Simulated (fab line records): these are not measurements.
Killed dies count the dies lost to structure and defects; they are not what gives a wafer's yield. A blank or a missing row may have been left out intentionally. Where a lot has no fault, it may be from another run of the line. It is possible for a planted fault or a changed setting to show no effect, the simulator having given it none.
Which tool is to blame? / flow n5 finfet / 72 wafers from 24 lots sampled at 2 of the route's 1938 steps

== WHAT THE GAUGES READ, wafer by wafer ==
N5_BEOL_M3_THK_MEAS_53: measures by xrf.
lot=L074; measured=day 7 12:37; on=film metro-01; M3_THK (nm)=38.8 40.3 39.9
lot=L075; measured=day 7 15:00; on=film metro-02; M3_THK (nm)=45.2 41.8 42.1
lot=L076; measured=day 7 21:07; on=film metro-01; M3_THK (nm)=41.0 42.3 42.7
lot=L078; measured=day 8 05:43; on=film metro-01; M3_THK (nm)=37.0 36.1 41.3
lot=L077; measured=day 8 07:01; on=film metro-01; M3_THK (nm)=38.5 41.1 43.6
lot=L079; measured=day 8 13:08; on=film metro-02; M3_THK (nm)=40.9 39.8 40.0
lot=L080; measured=day 8 17:25; on=film metro-01; M3_THK (nm)=37.8 42.0 41.5
lot=L081; measured=day 8 21:43; on=film metro-01; M3_THK (nm)=43.0 44.6 44.4
lot=L082; measured=day 9 05:39; on=film metro-01; M3_THK (nm)=38.6 36.9 39.4
lot=L083; measured=day 9 15:40; on=film metro-02; M3_THK (nm)=37.6 40.5 44.6
lot=L084; measured=day 9 19:47; on=film metro-01; M3_THK (nm)=39.7 40.9 43.2
lot=L085; measured=day 9 23:19; on=film metro-01; M3_THK (nm)=41.2 40.3 39.6
lot=L086; measured=day 10 05:40; on=film metro-02; M3_THK (nm)=40.3 41.6 40.2
lot=L087; measured=day 10 15:29; on=film metro-02; M3_THK (nm)=42.1 37.5 41.0
lot=L089; measured=day 10 21:52; on=film metro-02; M3_THK (nm)=38.4 38.6 41.3
lot=L088; measured=day 11 08:04; on=film metro-01; M3_THK (nm)=36.4 40.9 38.8
lot=L090; measured=day 11 10:56; on=film metro-02; M3_THK (nm)=39.5 43.8 44.2
lot=L091; measured=day 11 14:20; on=film metro-01; M3_THK (nm)=37.9 39.4 41.2
lot=L093; measured=day 11 22:43; on=film metro-02; M3_THK (nm)=39.2 38.3 43.3
lot=L092; measured=day 12 00:32; on=film metro-01; M3_THK (nm)=38.1 40.5 41.4
lot=L094; measured=day 12 07:05; on=film metro-02; M3_THK (nm)=37.2 41.4 37.7
lot=L095; measured=day 12 08:47; on=film metro-01; M3_THK (nm)=36.4 37.6 41.6
lot=L096; measured=day 12 18:50; on=film metro-02; M3_THK (nm)=40.3 40.1 41.4
lot=L097; measured=day 13 10:23; on=film metro-02; M3_THK (nm)=39.0 40.8 40.4

N5_BEOL_M4_OVL_MEAS_12.
lot=L074; measured=day 7 14:50; on=overlay-02; M4_OVL (nm)=-0.1 0.6 0.3
lot=L075; measured=day 7 15:56; on=overlay-01; M4_OVL (nm)=-0.4 -0.4 -0.7
lot=L076; measured=day 7 22:13; on=overlay-02; M4_OVL (nm)=0.4 -0.5 -0.2
lot=L078; measured=day 8 06:56; on=overlay-02; M4_OVL (nm)=0.5 0.0 0.4
lot=L077; measured=day 8 11:38; on=overlay-02; M4_OVL (nm)=-0.7 0.2 -0.7
lot=L079; measured=day 8 15:48; on=overlay-01; M4_OVL (nm)=0.4 0.8 0.5
lot=L080; measured=day 8 18:50; on=overlay-01; M4_OVL (nm)=0.9 1.1 1.6
lot=L081; measured=day 8 23:00; on=overlay-02; M4_OVL (nm)=-0.4 0.5 1.7
lot=L082; measured=day 9 08:47; on=overlay-02; M4_OVL (nm)=-1.1 -1.5 -0.3
lot=L083; measured=day 9 18:50; on=overlay-02; M4_OVL (nm)=0.5 -0.9 0.0
lot=L084; measured=day 9 22:44; on=overlay-02; M4_OVL (nm)=0.5 0.6 -0.4
lot=L085; measured=day 10 01:37; on=overlay-01; M4_OVL (nm)=0.3 0.6 -0.2
lot=L086; measured=day 10 08:01; on=overlay-01; M4_OVL (nm)=-0.2 0.1 0.2
lot=L087; measured=day 10 18:24; on=overlay-01; M4_OVL (nm)=-1.3 -0.9 0.0
lot=L089; measured=day 10 23:43; on=overlay-01; M4_OVL (nm)=0.5 0.1 1.0
lot=L088; measured=day 11 09:35; on=overlay-01; M4_OVL (nm)=1.8 1.7 1.8
lot=L090; measured=day 11 11:52; on=overlay-02; M4_OVL (nm)=0.5 0.5 -0.1
lot=L091; measured=day 11 16:41; on=overlay-02; M4_OVL (nm)=0.2 0.9 0.1
lot=L093; measured=day 12 00:28; on=overlay-02; M4_OVL (nm)=-0.5 -0.6 -0.4
lot=L092; measured=day 12 01:53; on=overlay-01; M4_OVL (nm)=0.1 -0.3 0.1
lot=L094; measured=day 12 08:42; on=overlay-02; M4_OVL (nm)=-0.8 -1.3 -1.1
lot=L095; measured=day 12 11:46; on=overlay-01; M4_OVL (nm)=-0.7 0.3 -0.4
lot=L096; measured=day 12 22:05; on=overlay-02; M4_OVL (nm)=0.8 0.6 0.8
lot=L097; measured=day 13 12:05; on=overlay-01; M4_OVL (nm)=-0.4 -0.3 -0.3

== TOOL THAT RAN EACH LOT (tool first, then ch and the chambers of the sampled wafers, then the start) ==
No process step before these readings appears in the record.

== WHAT THE TOOLS THEMSELVES READ (means of the sampled wafers that have a number; where no wafer has one, the mark that the record gives instead) ==
The record holds no such reading with a usual standard deviation.

== THE ANSWER, worked out from the rows above alone ==
Rule: what is usual is taken from the lots themselves. The widest of any qualifying gaps counts: lots, ordered by their means at a reading, are off when they make up no more than a third of the lots, leave a main group of 4 or more, and stand apart from it by 3 or more times the standard deviation of that group's means. A main group whose means are all the same, to the digits that the tables above print for the reading, isn't used. A lot without any number at a reading at which 4 lots or more have one is off too. Where the step has rows for the other lots, those lots are counted as sound. Order of review: gauges by route order, followed by the tools' own readings, for which a lot's mean as printed above is used. At the first step where some lot is off, the reading lying furthest off is the one used; lots without a number count as furthest.
No lot is off on any of the readings shown, so nothing can be concluded from this.

== WHAT THE SIMULATOR HAD PUT IN ==
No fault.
